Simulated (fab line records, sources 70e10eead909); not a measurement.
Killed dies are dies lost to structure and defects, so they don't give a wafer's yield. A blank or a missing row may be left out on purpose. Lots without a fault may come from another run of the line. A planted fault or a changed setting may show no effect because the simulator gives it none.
A struck lot beside a sound one | flow nand_harc | 14 steps out of a route of 1302
Sound: wafers L486.3, L486.4, L486.6. Struck: wafers L495.4, L495.6. (L495.2 of the same lot was not struck and is left out.) The cause comes at the end.
At each step with rows: each side's tool, then ch and its chambers, then its first start. Under that, the readings that differ: sound wafers | struck wafers | difference of the means | sigmas: that difference in standard deviations of wafers without a fault.
alike: readings whose means differ by less than 2 such deviations, and words and numbers that are the same on both sides. not compared: withheld readings, readings that some wafer has no value for, bounds like >300 that may hide the same value, and numbers for which the record gives no deviation and whose values overlap.
The two part at a step that has a row with sigmas, a row that says differs or no value, or rows on one side only. Numbers that don't overlap but have no deviation are shown without sigmas and don't part them. A reading that every wafer of one side lacks parts them only if that side has two wafers or more.

NHARC_A_M0_CMP_23: polishes, t overpolish 20 s, target thk 113.75 nm.
  sound on cmp-02 ch 1,2,3, day 23 17:07; struck on cmp-01 ch 0, day 27 10:59
  reading             | sound         | struck    | difference | sigmas
  motor_current_A (A) | 11.3 10.0 9.5 | 14.4 13.7 | +3.8       | +3
  alike: slurry_filter_dp_kPa, time_to_endpoint_s
NHARC_A_M0_THK_MEAS_24: measures by xrf.
  sound on film_metro-02, day 23 17:25; struck on film_metro-01, day 27 11:19
  alike: thk_nm
then, 1 step without rows for these wafers: NHARC_A_M0_SRD_25.
NHARC_A_M0_INSPECT_27:
  sound on defect_inspect-01, day 23 17:34; struck on defect_inspect-02, day 27 11:28
  alike: raw_defect_count
NHARC_A_M0_PRE_CLEAN_31: time 12 s.
  sound on pecvd-02 ch 0,1,2, day 23 17:38; struck on pecvd-01 ch 1,2, day 27 11:32
  alike: heater_power_w, susceptor_temp_C
NHARC_A_M0_DEP_32: deposits SiCN, target thk 30 nm.
  sound on pecvd-02 ch 0,1,2, day 23 17:43; struck on pecvd-01 ch 1,2, day 27 11:37
  alike: heater_power_w, susceptor_temp_C
then, 5 steps without rows for these wafers: NHARC_A_M1_DEP_00 (deposits SiOC, target thk 182.5 nm); NHARC_A_M1_DEHYDRATE_01 (time 120 s); NHARC_A_M1_HMDS_02 (time 30 s); NHARC_A_M1_COAT_34 (time 65 s); NHARC_A_M1_COAT_03 (resist thk 90 nm).
NHARC_A_M1_SOFTBAKE_04: time 55 s.
  sound on litho_track-06 ch 0, day 23 18:00; struck on litho_track-06 ch 0, day 27 12:00
  reading                  | sound                | struck        | difference | sigmas
  heater_power_total_W (W) | 188.47 188.33 188.29 | 193.16 193.08 | +4.76      | +34
then, 1 step without rows for these wafers: NHARC_A_M1_EBR_05.
NHARC_END_SORT_01:
  sound on prober-02 ch 0, day 25 08:26; struck on prober-02 ch 0, day 29 02:37
  reading             | sound   | struck | difference | sigmas
  killed_at_periphery | 9 13 15 | 3 3    | -9         | -3
  alike: defect_limited_yield, killed_at_array, killed_at_other, killed_dies, killed_open, killed_short

WHERE THEY PART
First at NHARC_A_M0_CMP_23; last, within this record, at NHARC_END_SORT_01.

WHY: what the simulator had put in
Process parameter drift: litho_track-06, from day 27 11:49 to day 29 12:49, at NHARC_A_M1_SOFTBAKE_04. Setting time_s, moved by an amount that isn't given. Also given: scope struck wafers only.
